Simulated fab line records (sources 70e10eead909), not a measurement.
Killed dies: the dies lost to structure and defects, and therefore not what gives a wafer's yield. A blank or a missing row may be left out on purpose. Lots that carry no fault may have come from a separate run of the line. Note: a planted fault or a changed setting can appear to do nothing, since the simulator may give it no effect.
Matching of chambers ; flow nand-harc ; NHARC_A_BLC_ETCH_16 on rie-diel-10 has 4 sister chambers
The step etches the open film in CF4, target depth 39 nm, time 65 s. 4 wafers are shown with their chamber, then 12 later ones without.

## WAFERS WITH THEIR CHAMBER
wafer;chamber;showerhead-plenum-p-Torr (Torr)
L084.6;3;1.85
L088.1;1;1.87
L088.3;0;1.71
L088.4;2;1.74

## WAFERS MISSING THEIR CHAMBER
wafer;showerhead-plenum-p-Torr (Torr)
L091.3;1.85
L091.5;1.71
L091.6;1.87
L092.1;1.70
L092.2;1.85
L092.5;1.74
L097.1;1.70
L097.3;1.74
L097.6;1.87
L095.1;1.87
L095.4;1.74
L095.5;1.74

## WHICH CHAMBER EACH WENT THROUGH
wafer;from the rows above;in truth
L091.3;3;3
L091.5;0;0
L091.6;1;1
L092.1;0;0
L092.2;3;3
L092.5;2;2
L097.1;0;0
L097.3;2;2
L097.6;1;1
L095.1;1;1
L095.4;2;2
L095.5;2;2
12 of 12 placed correctly. Left unplaced by these rows: 0. Placed wrongly: 0.
How it was worked out, from the rows above alone: a wafer's distance from a chamber is the root of the sum, over the readings, of the square of ((its reading less the chamber's mean) divided by the reading's scatter). If the next closest chamber is less than 2 further off than the closest, the wafer can't be placed; otherwise it belongs to the closest. The mean given for a chamber averages the wafers shown for that chamber. The scatter: with one shown wafer a chamber, the root of the mean of the squares of how far each hidden wafer lies from its nearest shown one.
